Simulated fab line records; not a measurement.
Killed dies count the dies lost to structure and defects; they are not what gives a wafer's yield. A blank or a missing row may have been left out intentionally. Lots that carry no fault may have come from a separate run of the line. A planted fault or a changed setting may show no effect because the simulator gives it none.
Chamber matching || flow n5Finfet || N5_BEOL_M11_ILD_DEP_00 on pecvd-04: 3 sister chambers
The step deposits SiCOH lowk from DEMS/porogen, target thk 308.51 nm, time 58 s. 3 wafers are shown with their chamber, then 8 later ones without.

WAFERS PAIRED WITH THEIR CHAMBERS
{"wafer": "L086.3", "chamber": 0, "throttleValvePct (%)": 13.1}
{"wafer": "L086.5", "chamber": 1, "throttleValvePct (%)": 14.3}
{"wafer": "L087.1", "chamber": 2, "throttleValvePct (%)": 12.2}

WAFERS WITHOUT THEIR CHAMBER
{"wafer": "L087.2", "throttleValvePct (%)": 14.6}
{"wafer": "L087.3", "throttleValvePct (%)": 12.9}
{"wafer": "L091.1", "throttleValvePct (%)": 14.5}
{"wafer": "L091.2", "throttleValvePct (%)": 13.3}
{"wafer": "L091.6", "throttleValvePct (%)": 13.2}
{"wafer": "L097.1", "throttleValvePct (%)": 13.2}
{"wafer": "L097.3", "throttleValvePct (%)": 14.3}
{"wafer": "L097.6", "throttleValvePct (%)": 14.4}

WHICH CHAMBER EACH WENT THROUGH
{"wafer": "L087.2", "from the rows above": 1, "in truth": 1}
{"wafer": "L087.3", "from the rows above": 0, "in truth": 0}
{"wafer": "L091.1", "from the rows above": 1, "in truth": 1}
{"wafer": "L091.2", "from the rows above": 0, "in truth": 0}
{"wafer": "L091.6", "from the rows above": 0, "in truth": 0}
{"wafer": "L097.1", "from the rows above": 0, "in truth": 0}
{"wafer": "L097.3", "from the rows above": 1, "in truth": 1}
{"wafer": "L097.6", "from the rows above": 1, "in truth": 1}
Placed correctly: 8 of 8. From these rows, 0 cannot be placed. 0 placed wrongly.
How it was worked out, from the rows above alone: a wafer's distance from a chamber is the root of the sum, over the readings, of the square of ((its reading less the chamber's mean) divided by the reading's scatter). If the next closest chamber is less than 2 further off than the closest, the wafer can't be placed; otherwise it belongs to the closest. The mean given for a chamber averages the wafers shown for that chamber. The scatter: root of mean squared gap, hidden wafer to nearest shown wafer, with one shown wafer a chamber.
